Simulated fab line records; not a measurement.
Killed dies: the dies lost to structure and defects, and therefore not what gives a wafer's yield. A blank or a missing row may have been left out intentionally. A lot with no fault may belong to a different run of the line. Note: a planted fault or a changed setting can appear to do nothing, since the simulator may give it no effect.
Chamber matching / flow nand_harc / NHARC_P_GATE_ETCH_32 on rie_si-06: 4 sister chambers
The step etches the open film in HBr/Cl2, target depth 150 nm, time 100.1 s. 27 wafers are shown with their chamber, then 12 later ones without.

## WAFERS PAIRED WITH THEIR CHAMBERS
wafer=L074.3; chamber=3; drypump_motor_current_A (A)=5.6; oes_product_au (a.u.)=1.000; throttle_valve_pct (%)=26.397
wafer=L074.4; chamber=1; drypump_motor_current_A (A)=4.6; oes_product_au (a.u.)=1.006; throttle_valve_pct (%)=26.404
wafer=L074.5; chamber=1; drypump_motor_current_A (A)=4.7; oes_product_au (a.u.)=0.997; throttle_valve_pct (%)=26.408
wafer=L077.3; chamber=1; drypump_motor_current_A (A)=4.6; oes_product_au (a.u.)=1.000; throttle_valve_pct (%)=26.397
wafer=L077.5; chamber=1; drypump_motor_current_A (A)=4.6; oes_product_au (a.u.)=1.000; throttle_valve_pct (%)=26.402
wafer=L077.6; chamber=0; drypump_motor_current_A (A)=6.5; oes_product_au (a.u.)=1.002; throttle_valve_pct (%)=26.410
wafer=L078.1; chamber=3; drypump_motor_current_A (A)=5.7; oes_product_au (a.u.)=1.000; throttle_valve_pct (%)=26.406
wafer=L078.2; chamber=1; drypump_motor_current_A (A)=4.6; oes_product_au (a.u.)=0.993; throttle_valve_pct (%)=26.401
wafer=L078.5; chamber=3; drypump_motor_current_A (A)=5.7; oes_product_au (a.u.)=1.000; throttle_valve_pct (%)=26.391
wafer=L079.1; chamber=1; drypump_motor_current_A (A)=4.6; oes_product_au (a.u.)=0.985; throttle_valve_pct (%)=26.413
wafer=L079.3; chamber=3; drypump_motor_current_A (A)=5.7; oes_product_au (a.u.)=1.002; throttle_valve_pct (%)=26.402
wafer=L079.6; chamber=3; drypump_motor_current_A (A)=5.7; oes_product_au (a.u.)=1.007; throttle_valve_pct (%)=26.403
wafer=L080.3; chamber=1; drypump_motor_current_A (A)=4.7; oes_product_au (a.u.)=0.992; throttle_valve_pct (%)=26.396
wafer=L080.5; chamber=0; drypump_motor_current_A (A)=6.5; oes_product_au (a.u.)=0.997; throttle_valve_pct (%)=26.392
wafer=L080.6; chamber=3; drypump_motor_current_A (A)=5.6; oes_product_au (a.u.)=1.002; throttle_valve_pct (%)=26.400
wafer=L082.2; chamber=0; drypump_motor_current_A (A)=6.5; oes_product_au (a.u.)=1.004; throttle_valve_pct (%)=26.423
wafer=L082.3; chamber=2; drypump_motor_current_A (A)=6.0; oes_product_au (a.u.)=0.992; throttle_valve_pct (%)=26.412
wafer=L082.4; chamber=3; drypump_motor_current_A (A)=5.7; oes_product_au (a.u.)=1.004; throttle_valve_pct (%)=26.397
wafer=L083.1; chamber=3; drypump_motor_current_A (A)=5.6; oes_product_au (a.u.)=1.009; throttle_valve_pct (%)=26.402
wafer=L083.2; chamber=1; drypump_motor_current_A (A)=4.7; oes_product_au (a.u.)=0.999; throttle_valve_pct (%)=26.396
wafer=L083.6; chamber=0; drypump_motor_current_A (A)=6.5; oes_product_au (a.u.)=1.003; throttle_valve_pct (%)=26.398
wafer=L086.1; chamber=1; drypump_motor_current_A (A)=4.7; oes_product_au (a.u.)=0.990; throttle_valve_pct (%)=26.402
wafer=L086.2; chamber=2; drypump_motor_current_A (A)=6.0; oes_product_au (a.u.)=1.005; throttle_valve_pct (%)=26.403
wafer=L086.6; chamber=1; drypump_motor_current_A (A)=4.7; oes_product_au (a.u.)=0.996; throttle_valve_pct (%)=26.409
wafer=L088.3; chamber=1; drypump_motor_current_A (A)=4.6; oes_product_au (a.u.)=0.988; throttle_valve_pct (%)=26.399
wafer=L088.4; chamber=2; drypump_motor_current_A (A)=6.0; oes_product_au (a.u.)=0.991; throttle_valve_pct (%)=26.413
wafer=L088.5; chamber=1; drypump_motor_current_A (A)=4.6; oes_product_au (a.u.)=0.998; throttle_valve_pct (%)=26.380

SIGNATURES (averages over the wafers above)
reading=drypump_motor_current_A; chamber 0=6.500; chamber 1=4.642; chamber 2=6.000; chamber 3=5.662; scatter within a chamber=0.0456
reading=oes_product_au; chamber 0=1.00150; chamber 1=0.99533; chamber 2=0.99600; chamber 3=1.00300; scatter within a chamber=0.00519
reading=throttle_valve_pct; chamber 0=26.40575; chamber 1=26.40058; chamber 2=26.40933; chamber 3=26.39975; scatter within a chamber=0.00822
Rule: for each reading, subtract the chamber's mean from the wafer's reading, divide by that reading's scatter and square the result; add these up over the readings and take the root, which gives the wafer's distance from the chamber. If the next closest chamber is less than 2 further off than the closest, the wafer can't be placed; otherwise it belongs to the closest. The scatter: the root of (the sum of the squares of (reading less its chamber's mean) over the shown wafers, divided by (wafers less chambers)).

## WAFERS WITHOUT THEIR CHAMBER
wafer=L089.1; drypump_motor_current_A (A)=6.0; oes_product_au (a.u.)=1.008; throttle_valve_pct (%)=26.417
wafer=L089.4; drypump_motor_current_A (A)=6.5; oes_product_au (a.u.)=1.009; throttle_valve_pct (%)=26.388
wafer=L089.5; drypump_motor_current_A (A)=6.5; oes_product_au (a.u.)=1.009; throttle_valve_pct (%)=26.397
wafer=L091.1; drypump_motor_current_A (A)=6.0; oes_product_au (a.u.)=0.997; throttle_valve_pct (%)=26.400
wafer=L091.5; drypump_motor_current_A (A)=4.7; oes_product_au (a.u.)=0.994; throttle_valve_pct (%)=26.393
wafer=L091.6; drypump_motor_current_A (A)=6.0; oes_product_au (a.u.)=0.995; throttle_valve_pct (%)=26.407
wafer=L092.1; drypump_motor_current_A (A)=6.5; oes_product_au (a.u.)=0.996; throttle_valve_pct (%)=26.402
wafer=L092.2; drypump_motor_current_A (A)=4.6; oes_product_au (a.u.)=0.990; throttle_valve_pct (%)=26.404
wafer=L092.5; drypump_motor_current_A (A)=6.1; oes_product_au (a.u.)=0.995; throttle_valve_pct (%)=26.400
wafer=L094.1; drypump_motor_current_A (A)=6.0; oes_product_au (a.u.)=0.989; throttle_valve_pct (%)=26.406
wafer=L094.2; drypump_motor_current_A (A)=5.6; oes_product_au (a.u.)=1.000; throttle_valve_pct (%)=26.416
wafer=L094.6; drypump_motor_current_A (A)=6.0; oes_product_au (a.u.)=0.997; throttle_valve_pct (%)=26.417

## THE CHAMBER EACH PASSED THROUGH
wafer=L089.1; from the rows above=2; in truth=2
wafer=L089.4; from the rows above=0; in truth=0
wafer=L089.5; from the rows above=0; in truth=0
wafer=L091.1; from the rows above=2; in truth=2
wafer=L091.5; from the rows above=1; in truth=1
wafer=L091.6; from the rows above=2; in truth=2
wafer=L092.1; from the rows above=0; in truth=0
wafer=L092.2; from the rows above=1; in truth=1
wafer=L092.5; from the rows above=2; in truth=2
wafer=L094.1; from the rows above=2; in truth=2
wafer=L094.2; from the rows above=3; in truth=3
wafer=L094.6; from the rows above=2; in truth=2
Placed correctly: 12 of 12. From these rows, 0 cannot be placed. Placed wrongly: 0.
